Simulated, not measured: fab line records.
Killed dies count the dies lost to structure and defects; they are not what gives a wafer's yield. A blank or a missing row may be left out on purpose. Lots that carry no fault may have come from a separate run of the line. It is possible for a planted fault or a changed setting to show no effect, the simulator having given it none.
Comparing a struck lot with a sound one | flow n5-finfet | 39 out of 1938 route steps
Sound: these wafers, L715.3, L715.5, L715.6. Struck: wafers L717.4, L717.6 (left out: L717.1, a lot-mate that was not struck); the cause follows at the end.
Each step with rows lists, per side, the tool, then ch with its chambers, then its first start. Under that, the readings that differ: sound wafers | struck wafers | difference of the means | sigmas: that difference in standard deviations of wafers without a fault.
alike: readings whose means differ by less than 2 such deviations, and words and numbers that are the same on both sides. not compared: withheld readings, readings that some wafer has no value for, bounds like >300 that may hide the same value, and numbers for which the record gives no deviation and whose values overlap.
The two part at a step that has a row with sigmas, a row that says differs or no value, or rows on one side only. Numbers that have no deviation but don't overlap get no sigmas and don't part them. A reading missing from all wafers of one side parts the sides only when that side holds two or more wafers.

first, 11 steps without rows for these wafers: N5_BEOL_M1_STRIP_65 (strips in N2/H2); N5_BEOL_M1_STRIP_75 (strips in N2/H2); N5_BEOL_M1_STRIP_66 (strips in CF4); N5_BEOL_M1_HM_OPEN_17 (chemistry Cl2/BCl3, target TiN, target depth 20 nm, overetch 6 nm); N5_BEOL_M1_STRIP_19 (strips in O2); N5_BEOL_M1_COAT_67 (time 60 s, resist thk 60 nm); N5_BEOL_M1_COAT_68 (time 60 s, resist thk 12 nm); N5_BEOL_M1_COAT_76 (time 60 s, resist thk 5 nm); N5_BEOL_M1_COAT_22 (resist thk 30 nm); N5_BEOL_M1_EBR_24; N5_BEOL_M1_SOFTBAKE_23 (time 60 s).
N5_BEOL_M1_EXPOSE_25: exposes mask V0, defocus 5 nm, target cd 24 nm.
  sound on euv-scanner-01 ch 0, day 9 01:23; struck on euv-scanner-02 ch 0, day 9 18:28
  alike: mask
then, 2 steps without rows for these wafers: N5_BEOL_M1_PEB_26 (peb time 60 s); N5_BEOL_M1_DEVELOP_27 (develop time 30 s).
N5_BEOL_M1_CD_MEAS_28: target cd y 23.3 nm.
  sound on cd-sem-01 ch 0, day 9 01:31; struck on cd-sem-03 ch 0, day 9 18:36
  reading    | sound             | struck      | difference | sigmas
  cd-nm (nm) | 23.88 23.55 23.82 | 19.73 19.70 | -4.04      | -18
then, 8 steps without rows for these wafers: N5_BEOL_M1_DESCUM_33 (chemistry O2, time 7 s); N5_BEOL_M1_ETCH_77 (etches underlayer in N2/H2, target depth 6.5 nm, time 5.2 s); N5_BEOL_M1_ETCH_69 (etches SiARC in CF4, target depth 15.6 nm, time 26 s); N5_BEOL_M1_ALD_98 (deposits SiO2, target thk 2.5 nm, pulse time 1 s, co reactant pulse time 1 s); N5_BEOL_M1_ETCHBACK_99 (etches SiO2 in CHF3, target depth 5 nm, time 10.4 s); N5_BEOL_M1_ETCH_70 (etches SOC in N2/H2, target depth 80 nm, overetch 16 nm, time 120 s); N5_BEOL_M1_STRIP_71 (strips in N2/H2); N5_BEOL_M1_STRIP_78 (strips in N2/H2).
N5_BEOL_M1_VIA_ETCH_34: etches the open film in C4F6/O2, target depth 67.8 nm, time 64.4 s.
  sound on rie-diel-01 ch 0,1,2, day 9 02:53; struck on rie-diel-01 ch 0,1, day 9 23:32
  reading                  | sound          | struck    | difference | sigmas
  model.BEOL_M1.cd-nm (nm) | 17.8 17.4 17.8 | 13.6 13.8 | -4.0       |
  alike: drypump-motor-current-A, oes-product-au, rf-vpp-V, showerhead-plenum-p-Torr, throttle-valve-pct
  not compared: rf-hours-counter-h
then, 13 steps without rows for these wafers: N5_BEOL_M1_STRIP_83 (strips in C4F6/O2); N5_BEOL_M1_STRIP_36 (strips in N2/H2); N5_BEOL_M1_TRENCH_ETCH_37 (etches SiOC in C4F6/O2, target depth 55.207 nm, time 29 s); N5_BEOL_M1_ETCH_41 (etches SiCN in CH3F/O2, target depth 31.9 nm, time 57.8 s); N5_BEOL_M1_STRIP_97 (strips in N2/H2, time 10 s); N5_BEOL_M1_HM_STRIP_39 (strips TiN in peroxide tin strip, target depth 25 nm, time 158 s); N5_BEOL_M1_SRD_40 (time 30 s); N5_BEOL_M1_PRECLEAN_42 (cleans in residue remover, time 60 s); N5_BEOL_M1_SRD_43 (time 30 s); N5_BEOL_M1_DEGAS_44 (time 60 s); N5_BEOL_M1_PRE_CLEAN_45 (time 30 s); N5_BEOL_M1_ALD_84 (deposits TaN, pulse time 2 s, purge time 3 s, co reactant purge time 2 s); N5_BEOL_M1_SURFACE_TREAT_85.
N5_BEOL_M4_RC_MEAS_101:
  the record has rows for the sound wafers here (prober-01 ch 0, day 11 02:27) and none for the struck ones
-- record jumps: 5 days separate the struck wafers' starts on either side; left off in module BEOL_M4, taken up again in module PASSIVATION, whose first shown step is the route's number 1936 --
N5_PASSIVATION_PROBE_49:
  record: rows for the struck wafers here (prober-01, day 15 07:46), none for the sound ones

== WHERE THEY PART ==
Last at N5_PASSIVATION_PROBE_49 as far as this record goes, first at N5_BEOL_M1_CD_MEAS_28.

WHY: what had been put in by the simulator
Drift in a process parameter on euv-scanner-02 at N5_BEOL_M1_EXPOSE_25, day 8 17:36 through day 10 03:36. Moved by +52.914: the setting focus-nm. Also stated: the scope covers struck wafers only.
